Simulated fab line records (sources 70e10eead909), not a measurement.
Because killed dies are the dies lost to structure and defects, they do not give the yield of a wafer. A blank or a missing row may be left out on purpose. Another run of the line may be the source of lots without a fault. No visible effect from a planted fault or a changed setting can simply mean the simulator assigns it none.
Matching of chambers -- flow nandHarc -- rieDiel-01 running NHARC_P_ZERO_WELL_DESCUM_26: 4 sister chambers
The step chemistry O2, time 3 s. 8 wafers are shown with their chamber, then 10 later ones without.

## EACH WAFER AND ITS CHAMBER
wafer,chamber,drypumpMotorCurrentA (A),rfVppV (V)
L074.1,1,6.5,58.8
L078.2,1,6.6,58.7
L079.4,2,5.2,56.7
L079.5,2,5.2,56.6
L085.3,0,5.8,58.3
L085.6,3,5.9,56.4
L088.1,3,5.9,58.8
L088.3,0,5.9,58.0

## WAFERS MISSING THEIR CHAMBER
wafer,drypumpMotorCurrentA (A),rfVppV (V)
L088.5,5.1,57.1
L089.2,5.9,58.7
L089.4,5.9,57.6
L089.6,5.2,56.6
L090.1,5.9,59.2
L090.3,6.5,58.3
L090.4,5.9,58.3
L092.3,6.6,58.6
L092.4,5.8,56.6
L092.5,5.9,58.4

## WHICH CHAMBER EACH ONE RAN IN
wafer,from the rows above,in truth
L088.5,2,2
L089.2,can't be placed: 0 or 3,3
L089.4,can't be placed: 3 or 0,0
L089.6,2,2
L090.1,can't be placed: 0 or 3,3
L090.3,1,1
L090.4,can't be placed: 3 or 0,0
L092.3,1,1
L092.4,can't be placed: 0 or 3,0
L092.5,can't be placed: 3 or 0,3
4 of 10 placed correctly. These rows do not allow placing 6 (true chamber among the candidates in 6). Wrongly placed: 0.
How it was worked out, from the rows above alone: a wafer's distance from a chamber is the root of the sum, over the readings, of the square of ((its reading less the chamber's mean) divided by the reading's scatter). If the next closest chamber is less than 2 further off than the closest, the wafer can't be placed; otherwise it belongs to the closest. The mean given for a chamber averages the wafers shown for that chamber. How the scatter is found: for the shown wafers, subtract from each reading the mean of its chamber, square and add these, divide the total by (wafers less chambers), then take the root.
